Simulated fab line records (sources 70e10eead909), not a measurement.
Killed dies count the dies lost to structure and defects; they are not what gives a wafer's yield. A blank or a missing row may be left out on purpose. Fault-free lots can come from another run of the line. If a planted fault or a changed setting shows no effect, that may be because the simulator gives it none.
Chamber matching ; flow nand_harc ; 3 sister chambers for NHARC_A_M0_DEP_32 on pecvd-03
The step deposits SiCN, target thk 30 nm. 20 wafers are shown with their chamber, then 10 later ones without.

== EACH WAFER AND ITS CHAMBER ==
wafer;chamber;heater_power_w (W);rf_fwd_power_W (W);chamber_pressure_Torr (Torr)
L074.1;1;629;446.3;2.997
L074.2;0;641;451.5;2.992
L074.3;2;452;446.7;2.999
L075.1;2;464;446.9;3.006
L075.3;1;644;447.4;3.000
L075.4;1;632;448.4;3.002
L077.2;1;662;449.3;2.991
L077.5;1;660;448.3;2.999
L077.6;0;653;450.5;3.006
L078.1;0;623;449.8;3.002
L078.4;2;443;449.6;2.995
L078.5;1;652;448.2;2.989
L085.1;0;654;448.5;2.992
L085.3;2;397;448.1;2.997
L085.6;2;393;448.0;3.000
L089.2;1;635;450.2;3.000
L089.3;0;617;449.7;3.000
L089.4;0;635;449.8;2.997
L092.1;2;452;447.3;3.001
L092.2;0;537;450.6;2.998

SIGNATURES (means of the wafers above)
reading;chamber 0;chamber 1;chamber 2;scatter within a chamber
heater_power_w;622.86;644.86;433.50;30.2
rf_fwd_power_W;450.057;448.300;447.767;1.09
chamber_pressure_Torr;2.99814;2.99686;2.99967;0.0047
Rule: a wafer lies at a distance from a chamber equal to the root of the sum of squares, over the readings, of (its reading less the chamber's mean, divided by the reading's scatter). The wafer belongs to the nearest chamber; if the next one is less than 2 further off, it can't be placed. The scatter is the square root of a quotient: the sum, over the shown wafers, of each reading's squared deviation from its chamber's mean, divided by wafers minus chambers.

== WAFERS WHOSE CHAMBER IS MISSING ==
wafer;heater_power_w (W);rf_fwd_power_W (W);chamber_pressure_Torr (Torr)
L092.6;655;451.5;3.004
L091.3;560;449.3;3.000
L091.4;579;450.3;2.989
L091.5;389;449.0;3.010
L096.1;646;451.5;2.977
L096.3;465;448.0;3.000
L096.4;641;450.2;2.985
L095.1;627;449.4;3.000
L095.4;432;447.9;2.996
L095.6;609;450.8;2.991

== WHICH CHAMBER EACH ONE RAN IN ==
wafer;from the rows above;in truth
L092.6;can't be placed: 0 or 1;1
L091.3;can't be placed: 0 or 1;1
L091.4;can't be placed: 0 or 1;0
L091.5;2;2
L096.1;can't be placed: 0 or 1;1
L096.3;2;2
L096.4;can't be placed: 0 or 1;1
L095.1;can't be placed: 0 or 1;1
L095.4;2;2
L095.6;can't be placed: 0 or 1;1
3 of 10 placed correctly. Unplaceable from these rows: 7, with the true chamber sitting among the candidates in 7. 0 placed wrongly.
